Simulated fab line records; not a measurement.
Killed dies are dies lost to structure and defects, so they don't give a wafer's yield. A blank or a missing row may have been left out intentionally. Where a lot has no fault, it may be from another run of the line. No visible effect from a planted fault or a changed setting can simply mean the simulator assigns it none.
The tool behind it: which one? / flow n5-finfet / Sampling: 9 lots, 26 wafers, 2 of 1938 route steps

WHAT THE GAUGES READ, wafer by wafer
N5_BEOL_M4_RC_MEAS_101.
lot=L987; measured=day 9 15:58; on=prober-01; DIBL_N (mV/V)=37.4 36.3 33.0; DIBL_P (mV/V)=36.8 36.0 32.4; IOFF_N (nA/um)=0.14 0.13 0.09; IOFF_P (nA/um)=0.21 0.20 0.15; ION_N (uA/um)=676 670 649; ION_P (uA/um)=465 468 456; SS_N (mV/dec)=71.4 71.3 70.2; SS_P (mV/dec)=73.0 72.5 72.0; VT_N (mV)=254 252 257; VT_P (mV)=-247 -250 -251
lot=L991; measured=day 10 19:42; on=prober-02; DIBL_N (mV/V)=34.2 36.7 36.2; DIBL_P (mV/V)=33.5 37.9 36.5; IOFF_N (nA/um)=0.13 0.18 0.16; IOFF_P (nA/um)=0.18 0.24 0.22; ION_N (uA/um)=675 684 683; ION_P (uA/um)=465 471 460; SS_N (mV/dec)=70.3 71.8 70.8; SS_P (mV/dec)=72.5 73.6 73.1; VT_N (mV)=252 246 249; VT_P (mV)=-250 -246 -250
lot=L992; measured=day 11 00:42; on=prober-01; DIBL_N (mV/V)=38.1 38.7 37.8; DIBL_P (mV/V)=37.4 40.3 39.1; IOFF_N (nA/um)=0.20 0.22 0.19; IOFF_P (nA/um)=0.21 0.26 0.23; ION_N (uA/um)=667 690 677; ION_P (uA/um)=455 466 459; SS_N (mV/dec)=72.1 71.9 71.7; SS_P (mV/dec)=73.1 74.4 73.5; VT_N (mV)=250 244 248; VT_P (mV)=-252 -246 -252
lot=L999; measured=day 13 11:36; on=prober-02; DIBL_N (mV/V)=35.1 35.3 35.8; DIBL_P (mV/V)=36.3 35.5 37.0; IOFF_N (nA/um)=0.15 0.15 0.16; IOFF_P (nA/um)=0.22 0.19 0.23; ION_N (uA/um)=664 677 677; ION_P (uA/um)=461 457 463; SS_N (mV/dec)=71.1 70.9 71.8; SS_P (mV/dec)=73.1 73.1 73.0; VT_N (mV)=248 251 250; VT_P (mV)=-250 -252 -248
lot=L998; measured=day 13 14:25; on=prober-02; DIBL_N (mV/V)=35.7 36.6 34.8; DIBL_P (mV/V)=36.3 37.7 36.3; IOFF_N (nA/um)=0.16 0.17 0.15; IOFF_P (nA/um)=0.20 0.22 0.20; ION_N (uA/um)=673 665 669; ION_P (uA/um)=466 464 458; SS_N (mV/dec)=71.7 72.0 71.0; SS_P (mV/dec)=73.6 73.7 73.3; VT_N (mV)=251 251 250; VT_P (mV)=-253 -252 -253
lot=L101; measured=day 13 14:39; on=prober-01; DIBL_N (mV/V)=36.3 32.1 32.0; DIBL_P (mV/V)=34.9 30.5 30.6; IOFF_N (nA/um)=0.13 0.09 0.09; IOFF_P (nA/um)=0.19 0.14 0.14; ION_N (uA/um)=659 651 647; ION_P (uA/um)=452 450 452; SS_N (mV/dec)=71.5 69.7 69.8; SS_P (mV/dec)=73.4 72.0 71.9; VT_N (mV)=252 258 259; VT_P (mV)=-250 -256 -254
lot=L100; measured=day 13 15:56; on=prober-02; DIBL_N (mV/V)=34.0 34.9; DIBL_P (mV/V)=34.4 34.8; IOFF_N (nA/um)=0.13 0.14; IOFF_P (nA/um)=0.17 0.18; ION_N (uA/um)=664 663; ION_P (uA/um)=454 455; SS_N (mV/dec)=71.3 72.2; SS_P (mV/dec)=72.1 72.4; VT_N (mV)=252 252; VT_P (mV)=-252 -253
lot=L102; measured=day 13 16:46; on=prober-01; DIBL_N (mV/V)=40.9 38.3 38.9; DIBL_P (mV/V)=41.1 37.2 38.2; IOFF_N (nA/um)=0.26 0.18 0.20; IOFF_P (nA/um)=0.30 0.23 0.24; ION_N (uA/um)=700 689 691; ION_P (uA/um)=476 466 462; SS_N (mV/dec)=72.6 71.8 71.8; SS_P (mV/dec)=75.2 73.6 74.7; VT_N (mV)=243 249 249; VT_P (mV)=-247 -251 -249
lot=L103; measured=day 14 10:02; on=prober-02; DIBL_N (mV/V)=35.0 33.6 33.6; DIBL_P (mV/V)=35.2 33.7 34.3; IOFF_N (nA/um)=0.14 0.11 0.12; IOFF_P (nA/um)=0.18 0.16 0.16; ION_N (uA/um)=658 645 649; ION_P (uA/um)=455 447 451; SS_N (mV/dec)=70.9 70.1 70.0; SS_P (mV/dec)=72.9 71.8 71.6; VT_N (mV)=252 254 255; VT_P (mV)=-250 -254 -253

N5_BEOL_M12_INSPECT_12: inspects for defects (macro).
lot=L987; measured=day 12 09:44; on=defect-inspect-02; raw-defect-count=2 0 6
lot=L991; measured=day 13 12:50; on=defect-inspect-02; raw-defect-count=1 4 4
lot=L992; measured=day 13 20:57; on=defect-inspect-01; raw-defect-count=0 2 0
lot=L999; measured=day 16 12:50; on=defect-inspect-01; raw-defect-count=1 1 2
lot=L998; measured=day 16 13:43; on=defect-inspect-01; raw-defect-count=3 3 4
lot=L101; measured=day 16 11:53; on=defect-inspect-01; raw-defect-count=2 3 1
lot=L100; measured=day 16 13:14; on=defect-inspect-01; raw-defect-count=3 2
lot=L102; measured=day 16 13:59; on=defect-inspect-02; raw-defect-count=2 1 2
lot=L103; measured=day 17 05:07; on=defect-inspect-01; raw-defect-count=4 3 1

TOOL THAT RAN EACH LOT (tool first, then ch and the chambers of the sampled wafers, then the start)
There is no process step in the record ahead of these readings.

WHAT THE TOOLS THEMSELVES READ (means of the sampled wafers that have a number; where no wafer has one, the mark that the record gives instead)
The record holds no such reading with a usual standard deviation.

THE ANSWER, worked out from the rows above alone
Rule: what is usual is taken from the lots themselves. Put in order of their means at a reading, lots are off if they are a third of the lots or fewer, leave a main group of 4 or more, and stand apart from it by a gap of 3 or more times the standard deviation of the main group's means; of several such gaps the widest counts. The tables above print the reading to a certain number of digits; a main group whose means all agree to those digits is not used. A lot without any number at a reading at which 4 lots or more have one is off too. Where the step has rows for the other lots, those lots are counted as sound. Order of review: gauges by route order, followed by the tools' own readings, for which a lot's mean as printed above is used. The first step at which some lot is off is used, and at that step the reading that is off furthest; a lot without a number counts as furthest.
None of the lots is off at any reading shown; this tells nothing.

WHAT WAS PUT IN BY THE SIMULATOR
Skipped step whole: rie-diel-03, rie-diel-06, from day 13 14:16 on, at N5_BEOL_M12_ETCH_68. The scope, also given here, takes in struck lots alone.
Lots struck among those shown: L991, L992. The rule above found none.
